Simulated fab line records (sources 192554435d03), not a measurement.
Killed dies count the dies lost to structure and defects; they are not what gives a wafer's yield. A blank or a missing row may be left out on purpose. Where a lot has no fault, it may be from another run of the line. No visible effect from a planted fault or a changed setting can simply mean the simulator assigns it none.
Struck lot and sound lot, side by side || flow n5Finfet || 15 steps out of a route of 1938
Sound: wafers L648.1, L648.2, L648.5. Struck: wafers L661.2, L661.6. (L661.5 of the same lot was not struck and is left out.) The cause comes at the end.
Each step with rows lists, per side, the tool, then ch with its chambers, then its first start. Under that, the readings that differ: sound wafers || struck wafers || difference of the means || sigmas: that difference in standard deviations of wafers without a fault.
alike: words and numbers the same on both sides, and readings whose means are apart by under 2 such deviations; not compared: readings that were withheld, readings missing a value for some wafer, numbers with overlapping values and no deviation given by the record, and bounds like >300 which may hide the same value.
Wherever a step has rows on one side only, a row that says differs or no value, or a row with sigmas, the two part there. Non-overlapping numbers with no deviation appear without sigmas and do not part them. A reading that every wafer of one side lacks parts them only if that side has two wafers or more.

N5_HKMG_FIN_DESCUM_53: chemistry O2, time 7.9 s.
  sound on rieDiel-02 ch 0,2,3, day 4 05:26; struck on rieDiel-01 ch 1,2, day 7 11:11
  alike: drypumpMotorCurrentA, oesProductAu, rfVppV, showerheadPlenumPTorr, throttleValvePct
  not compared: rfHoursCounterH
then, 3 steps without rows for these wafers: N5_HKMG_FIN_ETCH_54 (etches SiARC in CF4, target depth 45.5 nm, time 75.8 s); N5_HKMG_FIN_ETCH_55 (etches SOC in N2/H2, target depth 240 nm, time 300 s); N5_HKMG_FIN_STRIP_56 (strips in N2/H2).
N5_HKMG_FIN_STRIP_57: strips in CF4.
  sound on rieDiel-02 ch 0,2,3, day 4 05:43; struck on rieDiel-01 ch 1,2, day 7 11:28
  alike: drypumpMotorCurrentA, oesProductAu, rfVppV, showerheadPlenumPTorr, throttleValvePct
  not compared: rfHoursCounterH
N5_HKMG_FIN_ETCH_58: etches SOC in N2/H2, target depth 215.8 nm, time 741 s.
  sound on rieDiel-02 ch 0,2,3, day 4 05:44; struck on rieDiel-01 ch 1,2, day 7 11:29
  alike: drypumpMotorCurrentA, h2FlowSccm, n2FlowSccm, oesProductAu, rfVppV, showerheadPlenumPTorr, throttleValvePct
  not compared: rfHoursCounterH
then, 2 steps without rows for these wafers: N5_HKMG_FIN_STRIP_93 (strips SOC in N2/H2, time 20 s); N5_HKMG_FIN_WET_ETCH_76 (etches Al2O3 in dNH4OH, stops on La2O3, target depth 2.25 nm, rinse time 30 s).
N5_HKMG_FIN_STRIP_60: strips in N2/H2, time 360 s.
  sound on plasmaAsher-01 ch 0,1, day 4 06:19; struck on plasmaAsher-01 ch 0, day 7 12:04
  alike: drypumpMotorCurrentA, h2FlowSccm, heaterPowerW, n2FlowSccm
  not compared: rfHoursCounterH
then, 2 steps without rows for these wafers: N5_HKMG_FIN_WET_ETCH_77 (etches La2O3 in dHCl, stops on HfO2, target depth 2 nm); N5_HKMG_FIN_WET_ETCH_78 (etches Al2O3 in dNH4OH, stops on La2O3, target depth 4.5 nm, rinse time 30 s).
N5_HKMG_FIN_ALD_79: deposits TiN, target thk 1.5 nm, pulse time 1 s, purge time 3 s.
  sound on aldMetal-02 ch 0,1,2, day 4 06:48; struck on aldMetal-02 ch 0, day 7 12:34
  alike: heaterPowerW, precursorPulseHeightRel
N5_HKMG_FIN_CVD_62: deposits a-Si from Si2H6, target thk 3 nm, time 20.8 s.
  sound on thermalCvdSi-01 ch 0,1,2, day 4 07:10; struck on thermalCvdSi-02 ch 1, day 7 12:55
{"reading": "heaterPowerW (W)", "sound": "1136 1476 1415", "struck": "1678 1703", "difference": "+348", "sigmas": "+2"}
{"reading": "susceptorTempC (C)", "sound": "499.76 499.77 500.37", "struck": "534.67 534.61", "difference": "+34.67", "sigmas": "+99 or more"}
{"reading": "model.a-Si_of_HKMG_FIN_CVD_62.thkNm (nm)", "sound": "3 3.2 3.2", "struck": "8 8", "difference": "+5", "sigmas": ""}
then, 2 steps without rows for these wafers: N5_HKMG_FIN_RTA_80 (time 2 s); N5_PASSIVATION_PROBE_49.

== WHERE THEY PART ==
Only at N5_HKMG_FIN_CVD_62, as far as this record shows.

WHY: the cause the simulator had injected
thermalCvdSi-02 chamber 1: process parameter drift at N5_HKMG_FIN_CVD_62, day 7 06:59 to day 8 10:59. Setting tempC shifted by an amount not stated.
